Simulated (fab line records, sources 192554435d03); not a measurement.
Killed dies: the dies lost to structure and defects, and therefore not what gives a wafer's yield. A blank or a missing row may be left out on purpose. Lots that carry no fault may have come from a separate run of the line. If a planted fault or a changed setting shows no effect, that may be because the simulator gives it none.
Code-filled problem report in 8D (eight disciplines) form    flow n5Finfet    the parts of the form that need people (team, actions taken, sign-off) are left out

1. PROBLEM STATEMENT
At N5_BEOL_M9_SPUTTER_48, cathodeDcPowerW averages 21980 W over 3 wafers from 2 lots, while fault-free wafers read 26000 W, standard deviation 4.3. So: -99 or more standard deviations from the usual mean.
The step: material Cu, target thk 12 nm, time 2 s.
Earliest sighting: wafer L843.4 on pvdSputter-02 at day 13 08:52. The record holds 33 wafers of 11 lots with a number at this step. The rule behind "out" and "out of limits": a value lying over 4 standard deviations away from the usual mean. The other wafers with a number count as sound.

2. WHAT THIS IS AND IS NOT
question                     is                      is not
which readings at this step  cathodeDcPowerW         throttleValvePct
which lots                   L843, L846              L832, L833, L834, L836, L839, L841, L844, L851, L854
which wafers of those lots   L843.4, L843.6, L846.6  L843.1, L846.4, L846.5
read on which tools          pvdSputter-02           pvdSputter-01, pvdSputter-03
when                         from day 13 08:52       up to then (19 sound wafers); but 11 sound wafers of L844, L846, L851, L854 came after

3. SUSPECTS, AND WHAT RULES EACH OUT
Counting: if a tool at a process step up to the reading ran every lot that is out, it stays a suspect. Sound lots after the first of them don't rule it out here, since some wafers of a struck lot are sound.
- pvdSputter-02 at N5_BEOL_M9_SPUTTER_48 (material Cu, target thk 12 nm, time 2 s): kept. Ran every lot that is out, first one L843 (day 13 08:52); last sound lot up to then L841 (day 12 23:35). Its own cathodeDcPowerW readings are out on those wafers.
After counting, what remains is pvdSputter-02 at N5_BEOL_M9_SPUTTER_48.

4. THE CAUSE (what the simulator had put in)
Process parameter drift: pvdSputter-02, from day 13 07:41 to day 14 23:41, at N5_BEOL_M9_SPUTTER_48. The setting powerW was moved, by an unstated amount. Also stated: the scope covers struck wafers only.
The count eliminated every tool but this one.

5. THE EFFECT CHAIN, in route order
Each row: a reading where the mean over the struck wafers with a number is more than 3 standard deviations away from the usual. Readings are gone through only where the record gives a usual standard deviation; hours: the median, over the lots, of the time from a lot's start at the first step in this table giving one to that lot's start at this step; sigmas: the change measured in usual standard deviations.
hours  step                   reading          usual    on struck wafers  change  sigmas
0      N5_BEOL_M9_SPUTTER_48  cathodeDcPowerW  26000 W  21980             -4020   -99 or more
The process steps in it:
- N5_BEOL_M9_SPUTTER_48: material Cu, target thk 12 nm, time 2 s.

6. HOW IT WOULD HAVE BEEN CAUGHT EARLIER
In this record the first reading out of limits was taken at day 13 08:52, 1 hour after the fault began at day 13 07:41.
